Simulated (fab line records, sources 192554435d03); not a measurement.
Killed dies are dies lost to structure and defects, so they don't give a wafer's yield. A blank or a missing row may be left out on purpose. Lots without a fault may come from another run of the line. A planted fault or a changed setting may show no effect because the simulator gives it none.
fab line records | flow n5_finfet
record lots=5 wafers=15 last_day=18
route steps=1938 shown MOL_CONTACT_COAG@605 BEOL_M4@1111 PASSIVATION@1936
lots that met no fault: from a run of the same line without faults
start_h: hours from the record's first day to the start of the lot's first wafer shown | wait_h: hours since the lot's step before | " the same as in the row above | L1.1+2: a row that stands for several wafers | - no value, or no start given | * or withheld: withheld | < > ~ a bound
route shown NAME@n: a module of which the file shows steps, and the number in the route of the first | usual: mean/standard deviation of fault-free wafers | same: alike in all rows | chamber/n: place in a boat | sites: the reading at each site | _std_site: their standard deviation | _edge_site: outer sites' mean less inner sites' | radius_mm: how far each site lies from the wafer's centre | mask NAME#n: copy n | behind: the tool/chamber that last shaped the wafer | hold: why the lot was held/for how many hours/how that ended | device: the transistor (n, p or np) that didn't switch | end of line: the same wafers' tests at the end of the route | a step without rows: its recipe alone | killed: dies lost to structure and defects at the first sort, not the wafer's yield | map: a wafer's dies, x killed, . not, _ none there
set.NAME: the setting as run; set.NAME@STEP: as run at that earlier step | model.NAME: the simulator's own value behind a step, which no gauge read
lots at some steps of the route; a table a step, a row a wafer
services: from which hour (start_h, from the record's first day; less than 0 if before it) a tool's chamber was out of use, for how many hours, and why
## steps
# step N5_MOL_CONTACT_COAG_DESCUM_45
# recipe chemistry=O2 time_s=7 source_power_w=50 bias_power_w=20 pressure_mtorr=20 rf_frequency_hz=2.712e+07 temp_c=40 resist=CAR-EUV o2_flow_sccm=225
# step N5_MOL_CONTACT_COAG_ETCH_65
# recipe chemistry=N2/H2 target=underlayer target_depth_a=130 mask_material=CAR-EUV time_s=10.4 ion_energy_ev=200 pressure_mtorr=30 source_w=840 bias_w=150 n2_flow_sccm=200 h2_flow_sccm=200 ends=cleared
# step N5_MOL_CONTACT_COAG_ETCH_66
# recipe chemistry=CF4 target=SiARC target_depth_a=130 mask_material=CAR-EUV time_s=21.7 ion_energy_ev=80 pressure_mtorr=40 source_w=545 bias_w=36 Ar_flow_sccm=100 cf4_flow_sccm=100 ends=cleared
# step N5_MOL_CONTACT_COAG_ALD_133
# recipe material=SiO2 target_thk_a=50 temp_c=100 ald_precursor_family=BDEAS ald_co_reactant=O2-plasma pulse_time_s=1 co_reactant_pulse_time_s=1 purge_time_s=2 co_reactant_purge_time_s=2 ald_cycles=35 pressure_torr=2
# step N5_MOL_CONTACT_COAG_ETCHBACK_134
# recipe chemistry=CHF3 target=SiO2 target_depth_a=100 time_s=6.7 ion_energy_ev=200 pressure_mtorr=30 source_w=610 bias_w=170 Ar_flow_sccm=200 CHF3_flow_sccm=50
# step N5_MOL_CONTACT_COAG_ETCH_67
# recipe chemistry=N2/H2 target=SOC target_depth_a=600 overetch_a=210 mask_material=SiARC temp_c=40 time_s=101.2 ion_energy_ev=200 pressure_mtorr=30 source_w=840 bias_w=150 n2_flow_sccm=200 h2_flow_sccm=200
# step N5_MOL_CONTACT_COAG_STRIP_68
# recipe chemistry=N2/H2 temp_c=40 n2_flow_sccm=200 h2_flow_sccm=200 rf_frequency_hz=6e+07
# step N5_MOL_CONTACT_COAG_STRIP_69
# recipe chemistry=N2/H2 temp_c=40 n2_flow_sccm=200 h2_flow_sccm=200 rf_frequency_hz=6e+07
# step N5_MOL_CONTACT_COAG_ETCHBACK_136
# recipe chemistry=CHF3 target=SiO2 target_depth_a=250 time_s=16.7 ion_energy_ev=200 pressure_mtorr=30 source_w=610 bias_w=170 Ar_flow_sccm=200 CHF3_flow_sccm=50
# step N5_MOL_CONTACT_COAG_STRIP_120
# recipe chemistry=CHF3 resist=SiARC rf_frequency_hz=6e+07
# step N5_MOL_CONTACT_COAG_VIA_ETCH_117
# recipe chemistry=C4F6/O2 target_depth_a=400 overetch_a=80 mask_material=SOC target=SiO2 bias_w=455 pressure_mtorr=10 time_s=26 source_w=325 Ar_flow_sccm=300 C4F6_flow_sccm=10 O2_flow_sccm=10 ion_energy_ev=575.3 ends=end_point
# step N5_MOL_CONTACT_COAG_ETCH_124
# recipe chemistry=CH3F/O2 target=SiNx target_depth_a=65 mask_material=SOC stop_on=SiOC over_etch_frac=0.3 ion_energy_ev=120 pressure_mtorr=30 source_w=395 bias_w=73 Ar_flow_sccm=150 CH3F_flow_sccm=30 O2_flow_sccm=20 ends=end_point
# usual CH3F_flow_sccm=29.99/0.083 O2_flow_sccm=20.02/0.057 chamber_pressure_mTorr=29.997/0.027 drypump_motor_current_A=5.5/0.37 oes_product_au=0.69/0.056 rf_vpp_V=301/6.2 showerhead_plenum_p_Torr=2.04/0.068 throttle_valve_pct=16.27/0.23
# columns lot.wafer tool chamber start_h wait_h CH3F_flow_sccm O2_flow_sccm chamber_pressure_mTorr drypump_motor_current_A oes_product_au rf_hours_counter_h rf_vpp_V showerhead_plenum_p_Torr throttle_valve_pct model.SOC_of_MOL_CONTACT_COAG_COAT_62.thk_nm
L859.4 rie_diel-02 0 102.54 0.0 30.03 19.96 30.046 4.9 0.66 131 308 1.99 16.11 48
L859.5 " 0 " " 29.98 19.92 30.010 4.9 0.66 - 308 1.99 16.11 48.2
L859.6 " 3 " " 30.15 19.92 29.971 5.2 0.67 - 298 2.02 16.37 47.6
L877.2 rie_diel-02 1 213.31 0.0 - - - - - - - - - 52
L877.5 " 2 " " - - - - - - - - - 51.6
L877.6 " 1 " " - - - - - - - - - 51.8
L878.1 rie_diel-02 1 219.66 0.0 - - - - - - - - - 52
L878.3 " 3 " " - - - - - - - - - 51.4
L878.5 " 2 " " - - - - - - - - - 51.6
L879.1 rie_diel-01 2 222.09 0.0 - - - - - - - - - 51.8
L879.4 " 1 " " - - - - - - - - - 51.4
L879.6 " 2 " " - - - - - - - - - 52
L882.1 rie_diel-01 3 246.80 0.0 30.07 20.09 30.006 5.7 0.64 145 294 2.01 16.68 48.8
L882.3 " 2 " " 29.98 20.03 30.094 5.2 0.67 111 303 2.00 15.96 48.8
L882.4 " 0 " " 29.98 20.02 30.018 6.0 0.81 13 309 2.11 16.03 48.2
# step N5_MOL_CONTACT_COAG_ETCH_48
# recipe chemistry=C4F6/O2 target_depth_a=150 overetch_a=45 mask_material=SOC target=SiOC bias_w=465 pressure_mtorr=10 time_s=17 source_w=335 Ar_flow_sccm=300 C4F6_flow_sccm=10 O2_flow_sccm=10 ion_energy_ev=576
# usual C4F6_flow_sccm=9.999/0.028 O2_flow_sccm=9.996/0.026 chamber_pressure_mTorr=9.999/0.0096 drypump_motor_current_A=5.5/0.37 oes_product_au=0.68/0.06 rf_vpp_V=1609/30 showerhead_plenum_p_Torr=2.89/0.092 throttle_valve_pct=40.6/0.53
# columns lot.wafer tool chamber start_h wait_h C4F6_flow_sccm O2_flow_sccm chamber_pressure_mTorr drypump_motor_current_A oes_product_au rf_hours_counter_h rf_vpp_V showerhead_plenum_p_Torr throttle_valve_pct model.SOC_of_MOL_CONTACT_COAG_COAT_62.thk_nm
L859.4 rie_diel-02 0 102.58 0.0 9.978 9.982 10.000 4.9 0.64 131 1639 2.82 40.5 45.2
L859.5 " 0 " " 10.032 9.949 10.010 4.9 0.63 - 1640 2.82 40.6 45.4
L859.6 " 3 " " 10.030 10.003 10.013 5.2 0.61 - 1587 2.86 40.2 44.8
L877.2 rie_diel-02 1 213.35 0.0 10.012 9.972 10.009 5.0 0.71 108 1595 3.01 41.3 49.4
L877.5 " 2 " " 9.951 10.028 9.996 6.4 0.70 - 1567 3.02 41.0 49.2
L877.6 " 1 " " 9.982 9.970 9.994 5.0 0.67 - 1596 3.00 41.3 49.2
L878.1 rie_diel-02 1 219.70 0.0 9.977 9.979 9.992 5.0 0.67 111 1596 3.00 41.3 49.6
L878.3 " 3 " " 9.986 10.003 10.000 5.2 0.61 142 1586 2.85 40.3 48.6
L878.5 " 2 " " 9.978 10.021 10.022 6.4 0.76 - 1568 3.02 41.0 49
L879.1 rie_diel-01 2 222.13 0.0 10.005 9.983 10.002 5.2 0.69 102 1617 2.85 40.2 49.2
L879.4 " 1 " " 10.015 10.010 9.994 5.7 0.70 44 1632 3.01 41.0 48.8
L879.6 " 2 " " 9.978 10.024 9.999 5.2 0.67 - 1617 2.85 40.2 49.4
L882.1 rie_diel-01 3 246.84 0.0 10.002 10.019 9.979 5.7 0.64 145 1574 2.85 40.9 46
L882.3 " 2 " " 9.932 9.969 9.994 5.2 0.65 111 1618 2.84 40.2 46.4
L882.4 " 0 " " 10.027 10.008 9.991 6.0 0.80 13 1646 2.99 39.8 45.4
# step N5_MOL_CONTACT_COAG_STRIP_72
# recipe chemistry=N2/H2 power_w=450 temp_c=40 pressure_mtorr=20 rf_frequency_hz=6e+07 overash_fraction=3 bias_power_w=7 h2_frac=0.5 n2_flow_sccm=200 h2_flow_sccm=200
# step N5_BEOL_M4_RC_MEAS_101
# usual DIBL_N=37.4/2.1 DIBL_P=37.8/2.5 IOFF_N=0.19/0.045 IOFF_P=0.24/0.05 ION_N=682/16 ION_P=467/11 SS_N=71.9/0.67 SS_P=73.6/0.76 VT_N=247/3.6 VT_P=-248/3.6
# columns lot.wafer tool chamber start_h wait_h DIBL_N[mV/V] DIBL_P[mV/V] IOFF_N[nA/um] IOFF_P[nA/um] ION_N[uA/um] ION_P[uA/um] SS_N[mV/dec] SS_P[mV/dec] VT_N[mV] VT_P[mV]
L859.4 prober-01 0 158.46 0.5 35.1 38.0 0.15 0.24 651 453 71.5 74.7 254 -250
L859.5 " 0 " " 37.9 39.7 0.20 0.26 666 457 71.5 75.3 246 -250
L859.6 " 0 " " 37.7 40.0 0.23 0.29 672 462 72.2 74.9 244 -246
L882.1 prober-02 0 329.94 0.0 39.5 39.0 0.24 0.27 690 469 73.6 73.9 246 -248
L882.3 " 0 " " 34.4 33.8 0.12 0.18 667 463 71.6 72.9 252 -249
L882.4 " 0 " " 37.3 38.7 0.20 0.29 689 480 72.7 74.2 243 -243
# step N5_PASSIVATION_PROBE_49
# usual killed_at_M0_to_M3=34/10 killed_at_M4_up=13/5.4 killed_at_contacts=13/6 killed_at_front_end=42/13 killed_at_other=4/3.2 killed_dies=107/18 killed_on_rim=14/4.2 killed_open=69/14 killed_short=35/7.7
# same gross_dies=1180 killed_at_back_side=0
# columns lot.wafer tool chamber start_h wait_h killed_at_M0_to_M3 killed_at_M4_up killed_at_contacts killed_at_front_end killed_at_other killed_dies killed_on_rim killed_open killed_short
L859.4 prober-02 - 265.85 0.2 33 16 12 53 1 115 17 74 37
L859.5 prober-02 - 265.90 0.2 18 27 14 30 0 89 12 65 22
L859.6 prober-02 - 265.95 0.3 26 18 7 33 3 87 14 53 32
L879.1 prober-01 - 394.90 0.0 20 7 1082 69 2 1180 152 72 38
L879.4 prober-01 - 395.05 0.2 14 11 1102 52 1 1180 152 60 26
L879.6 prober-01 - 395.15 0.3 39 9 1091 37 4 1180 152 66 34
L877.2 prober-02 - 407.83 0.1 21 15 1111 33 0 1180 152 60 30
L877.5 prober-02 - 407.98 0.2 38 7 1106 25 4 1180 152 47 32
L877.6 prober-02 - 408.03 0.3 27 16 1097 40 0 1180 152 61 22
L878.1 prober-02 - 420.80 0.0 20 20 1079 58 3 1180 152 74 40
L878.3 prober-02 - 420.90 0.1 30 11 1072 58 9 1180 152 63 44
L878.5 prober-02 - 421.00 0.2 28 6 1112 33 1 1180 152 47 31
L882.1 prober-02 - 432.47 0.0 18 17 16 61 3 115 15 60 47
L882.3 prober-02 - 432.57 0.1 29 6 13 54 6 108 17 69 32
L882.4 prober-02 - 432.62 0.2 42 8 8 64 4 126 22 88 35
# killed by level:class
L859.4 FIN_SAQP:geometric_particle:short=17 BEOL_M2:geometric_particle:open=10 FIN_SAQP:geometric_particle:open=9 STI_FIN_REVEAL:geometric_particle:open=9 MOL_CONTACT_COAG:geometric_particle:open=8 BEOL_M4:geometric_particle:open=7 BEOL_M0:geometric_particle:open=6 BEOL_M0_SAQP:geometric_particle:short=4
L859.5 BEOL_M4:geometric_particle:open=16 MOL_CONTACT_COAG:geometric_particle:open=14 FIN_SAQP:geometric_particle:short=6 GATE_CUT:geometric_particle:open=6 GATE_CUT:geometric_particle:short=5 BEOL_M2:geometric_particle:open=5 FIN_SAQP:geometric_particle:open=4 BEOL_M5:geometric_particle:open=4
L859.6 FIN_SAQP:geometric_particle:open=11 FIN_SAQP:geometric_particle:short=9 BEOL_M0_SAQP:geometric_particle:short=8 BEOL_M4:geometric_particle:open=7 BEOL_M0:geometric_particle:open=6 MOL_CONTACT_COAG:geometric_particle:open=5 BEOL_M2:geometric_particle:open=5 STI_FIN_REVEAL:geometric_particle:open=3
L879.1 MOL_CONTACT_COAG:area_etch=1070 FIN_SAQP:geometric_particle:open=23 FIN_SAQP:geometric_particle:short=21 MOL_CONTACT_COAG:geometric_particle:open=11 BEOL_M3:geometric_particle:open=7 DUMMY_GATE:geometric_particle:open=6 STI_FIN_REVEAL:geometric_particle:open=4 SPACER0:geometric_particle:open=4
L879.4 MOL_CONTACT_COAG:area_etch=1088 FIN_SAQP:geometric_particle:open=13 MOL_CONTACT_COAG:geometric_particle:open=9 FIN_SAQP:geometric_particle:short=8 STI_FIN_REVEAL:geometric_particle:open=7 FIN_CUT:area_etch=6 DUMMY_GATE:geometric_particle:open=5 MOL_CONTACT_COAG:geometric_particle:short=5
L879.6 MOL_CONTACT_COAG:area_etch=1079 BEOL_M0_SAQP:geometric_particle:short=13 FIN_SAQP:geometric_particle:open=12 MOL_CONTACT_COAG:geometric_particle:open=10 BEOL_M3:geometric_particle:open=9 FIN_SAQP:geometric_particle:short=6 STI_FIN_REVEAL:geometric_particle:open=6 BEOL_M0:geometric_particle:open=6
L877.2 MOL_CONTACT_COAG:area_etch=1089 MOL_CONTACT_COAG:geometric_particle:open=14 STI_FIN_REVEAL:geometric_particle:open=9 MOL_CONTACT_COAG:geometric_particle:short=8 DUMMY_GATE:geometric_particle:open=7 FIN_SAQP:geometric_particle:short=6 BEOL_M1:geometric_particle:open=6 BEOL_M3:geometric_particle:open=5
L877.5 MOL_CONTACT_COAG:area_etch=1101 BEOL_M0_SAQP:geometric_particle:short=12 BEOL_M1:geometric_particle:open=10 BEOL_M0_SAQP:geometric_particle:open=8 DUMMY_GATE:geometric_particle:open=5 BEOL_M2:geometric_particle:open=5 FIN_SAQP:geometric_particle:open=4 FIN_SAQP:geometric_particle:short=4
L877.6 MOL_CONTACT_COAG:area_etch=1086 BEOL_M3:geometric_particle:open=14 FIN_CUT:area_etch=11 MOL_CONTACT_COAG:geometric_particle:open=9 FIN_SAQP:geometric_particle:open=7 STI_FIN_REVEAL:geometric_particle:open=7 BEOL_M4:geometric_particle:open=7 BEOL_M1:geometric_particle:open=7
L878.1 MOL_CONTACT_COAG:area_etch=1066 STI_FIN_REVEAL:geometric_particle:open=18 FIN_SAQP:geometric_particle:open=13 MOL_CONTACT_COAG:geometric_particle:open=11 FIN_SAQP:geometric_particle:short=8 STARTING-WAFER:geometric_particle:short=8 BEOL_M0_SAQP:geometric_particle:short=8 BEOL_M4:geometric_particle:open=7
L878.3 MOL_CONTACT_COAG:area_etch=1064 FIN_SAQP:geometric_particle:short=15 BEOL_M3:geometric_particle:open=12 FIN_SAQP:geometric_particle:open=10 STI_FIN_REVEAL:geometric_particle:open=9 MOL_CONTACT_COAG:geometric_particle:open=7 FIN_CUT:area_etch=7 PAD_METAL:geometric_particle:short=6
L878.5 MOL_CONTACT_COAG:area_etch=1101 FIN_SAQP:geometric_particle:open=9 BEOL_M3:geometric_particle:open=9 FIN_SAQP:geometric_particle:short=8 MOL_CONTACT_COAG:geometric_particle:open=7 BEOL_M0_SAQP:geometric_particle:short=7 BEOL_M0_SAQP:geometric_particle:open=7 DUMMY_GATE:geometric_particle:open=4
L882.1 FIN_SAQP:geometric_particle:short=17 FIN_SAQP:geometric_particle:open=14 MOL_CONTACT_COAG:geometric_particle:open=12 BEOL_M4:geometric_particle:open=8 STI_FIN_REVEAL:geometric_particle:open=7 BEOL_M3:geometric_particle:open=5 GATE_CUT:geometric_particle:short=4 MOL_CONTACT_COAG:geometric_particle:short=4
L882.3 STI_FIN_REVEAL:geometric_particle:open=18 FIN_SAQP:geometric_particle:open=14 BEOL_M0_SAQP:geometric_particle:open=9 BEOL_M0_SAQP:geometric_particle:short=8 FIN_SAQP:geometric_particle:short=7 MOL_CONTACT_COAG:geometric_particle:open=7 BEOL_M3:geometric_particle:open=5 BEOL_M4:geometric_particle:open=5
L882.4 STI_FIN_REVEAL:geometric_particle:open=23 BEOL_M0_SAQP:geometric_particle:open=12 BEOL_M3:geometric_particle:open=12 FIN_SAQP:geometric_particle:open=10 FIN_SAQP:geometric_particle:short=8 BEOL_M0_SAQP:geometric_particle:short=8 MOL_CONTACT_COAG:geometric_particle:open=7 STI_FIN_REVEAL:geometric_particle:short=5
# map L877.2 (x killed, . not)
_________________xxxxxxxxxxxx________________
______________xxxxxxxxxxxxxxxxxx_____________
___________xxxxxxxxxxxxxxxxxxxxxxxx__________
__________xxxxxxxxxxxxxxxxxxxxxxxxxx_________
________xxxxxxxxxxxxxxxxxxxxxxxxxxxxxx_______
_______xxxxxxxxxxxxxxxxxxxxxxxxxxxxxxxx______
______xxxxxxxxxxxxxxxxxxxxxxxxxxxxxxxxxx_____
_____xxxxxxxxxxxxxxxxxxxxxxxxxxxxxxxxxxxx____
____xxxxxxxxxxxxxxxxxxxxxxxxxxxxxxxxxxxxxx___
___xxxxxxxxxxxxxxxxxxxxxxxxxxxxxxxxxxxxxxxx__
___xxxxxxxxxxxxxxxxxxxxxxxxxxxxxxxxxxxxxxxx__
__xxxxxxxxxxxxxxxxxxxxxxxxxxxxxxxxxxxxxxxxxx_
__xxxxxxxxxxxxxxxxxxxxxxxxxxxxxxxxxxxxxxxxxx_
_xxxxxxxxxxxxxxxxxxxxxxxxxxxxxxxxxxxxxxxxxxxx
_xxxxxxxxxxxxxxxxxxxxxxxxxxxxxxxxxxxxxxxxxxxx
_xxxxxxxxxxxxxxxxxxxxxxxxxxxxxxxxxxxxxxxxxxxx
_xxxxxxxxxxxxxxxxxxxxxxxxxxxxxxxxxxxxxxxxxxxx
_xxxxxxxxxxxxxxxxxxxxxxxxxxxxxxxxxxxxxxxxxxxx
_xxxxxxxxxxxxxxxxxxxxxxxxxxxxxxxxxxxxxxxxxxxx
_xxxxxxxxxxxxxxxxxxxxxxxxxxxxxxxxxxxxxxxxxxxx
_xxxxxxxxxxxxxxxxxxxxxxxxxxxxxxxxxxxxxxxxxxxx
__xxxxxxxxxxxxxxxxxxxxxxxxxxxxxxxxxxxxxxxxxx_
__xxxxxxxxxxxxxxxxxxxxxxxxxxxxxxxxxxxxxxxxxx_
___xxxxxxxxxxxxxxxxxxxxxxxxxxxxxxxxxxxxxxxx__
___xxxxxxxxxxxxxxxxxxxxxxxxxxxxxxxxxxxxxxxx__
____xxxxxxxxxxxxxxxxxxxxxxxxxxxxxxxxxxxxxx___
_____xxxxxxxxxxxxxxxxxxxxxxxxxxxxxxxxxxxx____
______xxxxxxxxxxxxxxxxxxxxxxxxxxxxxxxxxx_____
_______xxxxxxxxxxxxxxxxxxxxxxxxxxxxxxxx______
________xxxxxxxxxxxxxxxxxxxxxxxxxxxxxx_______
__________xxxxxxxxxxxxxxxxxxxxxxxxxx_________
___________xxxxxxxxxxxxxxxxxxxxxxxx__________
______________xxxxxxxxxxxxxxxxxx_____________
_________________xxxxxxxxxxxx________________
# map L878.1 (x killed, . not)
_________________xxxxxxxxxxxx________________
______________xxxxxxxxxxxxxxxxxx_____________
___________xxxxxxxxxxxxxxxxxxxxxxxx__________
__________xxxxxxxxxxxxxxxxxxxxxxxxxx_________
________xxxxxxxxxxxxxxxxxxxxxxxxxxxxxx_______
_______xxxxxxxxxxxxxxxxxxxxxxxxxxxxxxxx______
______xxxxxxxxxxxxxxxxxxxxxxxxxxxxxxxxxx_____
_____xxxxxxxxxxxxxxxxxxxxxxxxxxxxxxxxxxxx____
____xxxxxxxxxxxxxxxxxxxxxxxxxxxxxxxxxxxxxx___
___xxxxxxxxxxxxxxxxxxxxxxxxxxxxxxxxxxxxxxxx__
___xxxxxxxxxxxxxxxxxxxxxxxxxxxxxxxxxxxxxxxx__
__xxxxxxxxxxxxxxxxxxxxxxxxxxxxxxxxxxxxxxxxxx_
__xxxxxxxxxxxxxxxxxxxxxxxxxxxxxxxxxxxxxxxxxx_
_xxxxxxxxxxxxxxxxxxxxxxxxxxxxxxxxxxxxxxxxxxxx
_xxxxxxxxxxxxxxxxxxxxxxxxxxxxxxxxxxxxxxxxxxxx
_xxxxxxxxxxxxxxxxxxxxxxxxxxxxxxxxxxxxxxxxxxxx
_xxxxxxxxxxxxxxxxxxxxxxxxxxxxxxxxxxxxxxxxxxxx
_xxxxxxxxxxxxxxxxxxxxxxxxxxxxxxxxxxxxxxxxxxxx
_xxxxxxxxxxxxxxxxxxxxxxxxxxxxxxxxxxxxxxxxxxxx
_xxxxxxxxxxxxxxxxxxxxxxxxxxxxxxxxxxxxxxxxxxxx
_xxxxxxxxxxxxxxxxxxxxxxxxxxxxxxxxxxxxxxxxxxxx
__xxxxxxxxxxxxxxxxxxxxxxxxxxxxxxxxxxxxxxxxxx_
__xxxxxxxxxxxxxxxxxxxxxxxxxxxxxxxxxxxxxxxxxx_
___xxxxxxxxxxxxxxxxxxxxxxxxxxxxxxxxxxxxxxxx__
___xxxxxxxxxxxxxxxxxxxxxxxxxxxxxxxxxxxxxxxx__
____xxxxxxxxxxxxxxxxxxxxxxxxxxxxxxxxxxxxxx___
_____xxxxxxxxxxxxxxxxxxxxxxxxxxxxxxxxxxxx____
______xxxxxxxxxxxxxxxxxxxxxxxxxxxxxxxxxx_____
_______xxxxxxxxxxxxxxxxxxxxxxxxxxxxxxxx______
________xxxxxxxxxxxxxxxxxxxxxxxxxxxxxx_______
__________xxxxxxxxxxxxxxxxxxxxxxxxxx_________
___________xxxxxxxxxxxxxxxxxxxxxxxx__________
______________xxxxxxxxxxxxxxxxxx_____________
_________________xxxxxxxxxxxx________________
## services
# columns tool chamber start_h hours kind
rie_diel-02 2 136.70 8.8 repair
rie_diel-02 - 154.74 14.6 pm
rie_diel-02 1 170.92 3.2 repair
rie_diel-01 0 194.65 - clean
rie_diel-01 0 194.65 - consumable_replace:focus_ring
rie_diel-01 0 194.65 - consumable_replace:showerhead
rie_diel-01 0 194.65 18.3 scheduled_down
rie_diel-01 0 194.65 18.3 vent_cycle
rie_diel-02 - 201.05 2.8 pm
## key
first_sign step=N5_MOL_CONTACT_COAG_ETCH_124 reading=tool_record direction=missing
effect step=N5_PASSIVATION_PROBE_49 reading=killed_at_contacts direction=up sigmas=99+ usual=13 struck=1095
model_effect step=N5_MOL_CONTACT_COAG_ETCH_124 value=SOC_of_MOL_CONTACT_COAG_COAT_62.thk_nm without=48.71 struck=51.73
model_effect step=N5_MOL_CONTACT_COAG_ETCH_48 value=SOC_of_MOL_CONTACT_COAG_COAT_62.thk_nm without=46.11 struck=49.16
more_kills_born_at N5_MOL_CONTACT_COAG_ETCH_124@rie_diel-02=6507 N5_MOL_CONTACT_COAG_ETCH_124@rie_diel-01=3237
met_at N5_MOL_CONTACT_COAG_ETCH_124
struck_wafers L877.2,L877.5,L877.6,L878.1,L878.3,L878.5,L879.1,L879.4,L879.6
later_rows_left_out L877.2,L877.5,L877.6,L878.1,L878.3,L878.5,L879.1,L879.4,L879.6
tester_left_out L877,L878,L879
baseline_loss step=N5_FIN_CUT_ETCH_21 wafers=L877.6
onset_between 102.54 213.31
fault kind=skipped_step_whole tool=rie_diel-01,rie_diel-02 chamber=- onset_h=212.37 steps=N5_MOL_CONTACT_COAG_ETCH_124 scope=struck_lots_only
# tester_left_out: of these lots the tester's yield and bins aren't shown, on N5 and GAA mostly nor the transistor test; their killed dies are dies lost to structure and defects alone, not to doping, threshold or leakage, so they don't give the yield
# later_rows_left_out: the simulator's readings of these wafers behind a module that went badly wrong aren't trusted and aren't shown, but for the sort
# baseline_loss: these wafers lose ten dies or more at that step, a loss of the line's own and not of a fault; the sort's usual values leave them out
